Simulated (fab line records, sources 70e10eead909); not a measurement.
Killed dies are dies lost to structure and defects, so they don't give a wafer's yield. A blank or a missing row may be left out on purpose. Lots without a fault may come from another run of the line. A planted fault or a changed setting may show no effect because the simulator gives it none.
Chamber matching | flow nand_harc | NHARC_A_CHANNEL_FILL_D1_ETCHBACK_20 on rie_diel-06: 4 sister chambers
The step etches the open film in C4F8/O2/Ar, target depth 27 nm, time 13.5 s. 4 wafers are shown with their chamber, then 9 later ones without.

WAFERS WITH THEIR CHAMBER
wafer  | chamber | rf_vpp_V (V)
L085.5 | 3       | 984
L087.5 | 1       | 987
L089.3 | 0       | 985
L089.5 | 2       | 978

WAFERS WITHOUT THEIR CHAMBER
wafer  | rf_vpp_V (V)
L088.1 | 984
L088.3 | 985
L088.6 | 986
L091.4 | 985
L091.5 | 983
L091.6 | 979
L092.1 | 983
L092.2 | 981
L092.6 | 985

WHICH CHAMBER EACH WENT THROUGH
wafer  | from the rows above          | in truth
L088.1 | can't be placed: 3 or 0      | 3
L088.3 | can't be placed: 0 or 3 or 1 | 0
L088.6 | can't be placed: 0 or 1 or 3 | 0
L091.4 | can't be placed: 0 or 3 or 1 | 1
L091.5 | can't be placed: 3 or 0      | 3
L091.6 | 2                            | 2
L092.1 | can't be placed: 3 or 0      | 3
L092.2 | can't be placed: 2 or 3 or 0 | 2
L092.6 | can't be placed: 0 or 3 or 1 | 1
Placed correctly: 1 of 9. Can't be placed from these rows: 8 (the true chamber is among the candidates in 8). Placed wrongly: 0.
How it was worked out, from the rows above alone: a wafer's distance from a chamber is the root of the sum, over the readings, of the square of ((its reading less the chamber's mean) divided by the reading's scatter). The wafer belongs to the nearest chamber; if the next one is less than 2 further off, it can't be placed. A chamber's mean is the mean of its shown wafers. The scatter: with one shown wafer a chamber, the root of the mean of the squares of how far each hidden wafer lies from its nearest shown one.
